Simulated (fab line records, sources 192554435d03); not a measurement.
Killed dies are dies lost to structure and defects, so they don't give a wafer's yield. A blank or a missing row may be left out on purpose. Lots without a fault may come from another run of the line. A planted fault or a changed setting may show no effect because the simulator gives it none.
Split-lot experiment | flow n5_finfet | 7 lots, 39 wafers read, on a route of 1938 steps

THE SPLIT
At N5_BEOL_M5_TRENCH_ETCH_37 (etches SiCOH lowk in C4F6/O2, target depth 71.652 nm, time 24.7 s), the setting target_depth_a was moved away from the recipe's 716.52 angstrom on 18 of the 39 wafers read, by -38.4% to +56.3%. The other wafers ran this setting at the recipe's value.

FROM THE SPLIT TO THE READING: what the file shows between them, 9 steps
- N5_BEOL_M5_ETCH_41: etches SiCN in CH3F/O2, target depth 31.5 nm, time 56.7 s
- N5_BEOL_M5_STRIP_91: strips in N2/H2, time 10 s
- N5_BEOL_M5_OCD_MEAS_38
- N5_BEOL_M5_CVD_47: deposits Co from CCTBA/H2, target thk 3 nm, time 216 s (also split here: target_thk_a)
- N5_BEOL_M5_SPUTTER_48: material Cu, target thk 15 nm, time 27.62 s
- N5_BEOL_M5_ANNEAL_49: time 1800 s
- N5_BEOL_M5_ECD_50: material Cu, target thk 300 nm
- N5_BEOL_M5_ANNEAL_51: time 90 s
- N5_BEOL_M5_CMP_52: polishes, stops on SiCOH lowk, t overpolish 6.9 s, target thk 62 nm

THE READING
M5_THK, in nm, at N5_BEOL_M5_THK_MEAS_53 (measures by xrf). Fault-free wafers of this fab line usually give 61.3 nm, standard deviation 2.2 nm.

wafer  | tool, chamber at the split | target_depth_a as run, angstrom | against the recipe | M5_THK, nm | against lot-mates on the recipe
L076.3 | rie_diel-06, 1             | 716.52                          | recipe             | 61.0       | -
L076.4 | rie_diel-06, 0             | 716.52                          | recipe             | 64.3       | -
L076.5 | rie_diel-06, 1             | 716.52                          | recipe             | 59.8       | -
L079.1 | rie_diel-03, 2             | 716.52                          | recipe             | 63.5       | -
L079.2 | rie_diel-03, 1             | 895.4                           | +25.0%             | 83.1       | +20.5
L079.3 | rie_diel-03, 3             | 716.52                          | recipe             | 63.2       | -
L079.4 | rie_diel-03, 0             | 716.52                          | recipe             | 61.1       | -
L079.5 | rie_diel-03, 3             | 895.4                           | +25.0%             | 82.0       | +19.4
L079.6 | rie_diel-03, 0             | 895.4                           | +25.0%             | 78.2       | +15.6
L081.1 | rie_diel-02, 1             | 716.52                          | recipe             | 65.1       | -
L081.2 | rie_diel-02, 0             | 716.52                          | recipe             | 61.5       | -
L081.3 | rie_diel-02, 3             | 441.5                           | -38.4%             | 32.7       | -31.2
L081.4 | rie_diel-02, 2             | 716.52                          | recipe             | 65.0       | -
L081.5 | rie_diel-02, 0             | 441.5                           | -38.4%             | 34.9       | -29.0
L081.6 | rie_diel-02, 3             | 441.5                           | -38.4%             | 33.0       | -30.9
L091.1 | rie_diel-03, 2             | 944.6                           | +31.8%             | 85.9       | +24.2
L091.2 | rie_diel-03, 1             | 716.52                          | recipe             | 64.3       | -
L091.3 | rie_diel-03, 0             | 716.52                          | recipe             | 59.5       | -
L091.4 | rie_diel-03, 3             | 716.52                          | recipe             | 61.3       | -
L091.5 | rie_diel-03, 3             | 944.6                           | +31.8%             | 86.9       | +25.2
L091.6 | rie_diel-03, 2             | 944.6                           | +31.8%             | 85.7       | +24.0
L092.1 | rie_diel-06, 3             | 716.52                          | recipe             | 61.5       | -
L092.2 | rie_diel-06, 2             | 604.8                           | -15.6%             | 48.8       | -12.0
L092.3 | rie_diel-06, 0             | 716.52                          | recipe             | 60.8       | -
L092.4 | rie_diel-06, 1             | 716.52                          | recipe             | 60.2       | -
L092.5 | rie_diel-06, 1             | 604.8                           | -15.6%             | 49.3       | -11.5
L092.6 | rie_diel-06, 2             | 604.8                           | -15.6%             | 49.6       | -11.2
L094.1 | rie_diel-06, 1             | 716.52                          | recipe             | 61.5       | -
L094.2 | rie_diel-06, 3             | 1120                            | +56.3%             | 100.6      | +39.7
L094.3 | rie_diel-06, 0             | 716.52                          | recipe             | 59.6       | -
L094.4 | rie_diel-06, 3             | 1120                            | +56.3%             | 100.4      | +39.5
L094.5 | rie_diel-06, 1             | 716.52                          | recipe             | 61.5       | -
L094.6 | rie_diel-06, 0             | 1120                            | +56.3%             | 99.9       | +39.0
L095.1 | rie_diel-06, 0             | 716.52                          | recipe             | 61.2       | -
L095.2 | rie_diel-06, 3             | 906.2                           | +26.5%             | 78.2       | +17.4
L095.3 | rie_diel-06, 1             | 716.52                          | recipe             | 60.5       | -
L095.4 | rie_diel-06, 1             | 906.2                           | +26.5%             | 78.7       | +17.9
L095.5 | rie_diel-06, 0             | 906.2                           | +26.5%             | 77.8       | +17.0
L095.6 | rie_diel-06, 3             | 716.52                          | recipe             | 60.8       | -

THE FIT
A straight line over all 39 wafers: M5_THK changes by +0.715 nm for each +1% of target_depth_a; r = +0.99; the points scatter about the line by 1.8 nm.
The same after taking each lot's own level away (the mean of its wafers on the recipe; 39 wafers): +0.734 nm for each +1%; r = +1.00; scatter 1.6 nm.
On that fit, the largest move of target_depth_a shifts the reading by 41 nm.
The lots' own levels span 60.83 to 63.87 nm, that is 1.4 times the standard deviation above.
So the lot-to-lot level changes the slope little: the two slopes agree.
Check: with one of the wafers moved furthest among these (+56.3%) left out of the fit, the line predicts +41.1 nm for it against its lot-mates. It came out at +39.7 nm against them.

OTHER SPLITS ON THESE WAFERS
These wafers also went through other splits before the reading. Each is held against what the fit with the lots' levels taken away leaves over:
other split on the same wafers     | wafers away from the commonest value | r with M5_THK (lot level and that fit taken away)
N5_BEOL_M3_ILD_DEP_00 target_thk_a | 12                                   | -0.17
N5_BEOL_M5_CVD_47 target_thk_a     | 18                                   | -0.34

THE WHOLE CHAIN: every reading that the file lists as answering this split, in the file's order
step                      | what it does                                                        | reading                                                                      | change (the file's fit)                                                              | r (the file's)
N5_BEOL_M5_TRENCH_ETCH_37 | etches SiCOH lowk in C4F6/O2, target depth 71.652 nm, time 24.7 s   | BEOL_M5.feature_depth_nm (the simulator's own value, which no gauge read)    | +0.732 nm for each +1% of the setting                                                | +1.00
N5_BEOL_M5_TRENCH_ETCH_37 | etches SiCOH lowk in C4F6/O2, target depth 71.652 nm, time 24.7 s   | etch.depth_nm (the simulator's own value, which no gauge read)               | +0.731 nm for each +1% of the setting                                                | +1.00
N5_BEOL_M5_OCD_MEAS_38    |                                                                     | trench_depth_nm                                                              | +0.727 nm for each +1% of the setting                                                | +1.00
N5_BEOL_M5_CMP_52         | polishes, stops on SiCOH lowk, t overpolish 6.9 s, target thk 62 nm | Cu_of_BEOL_M5_ECD_50.thk_nm (the simulator's own value, which no gauge read) | +0.731 nm for each +1% of the setting                                                | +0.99
N5_BEOL_M5_THK_MEAS_53    | measures by xrf                                                     | M5_THK                                                                       | +0.729 for each +1% of the setting                                                   | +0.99
N5_BEOL_M5_RS_MEAS_57     | measures by four-point-probe                                        | M5_RS                                                                        | not straight: 0.838 at the lowest setting, 0.386 at the recipe, 0.219 at the highest | not given

THE FILE'S OWN FIT
M5_THK changes by +0.729 nm for each +1% of target_depth_a, r = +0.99.
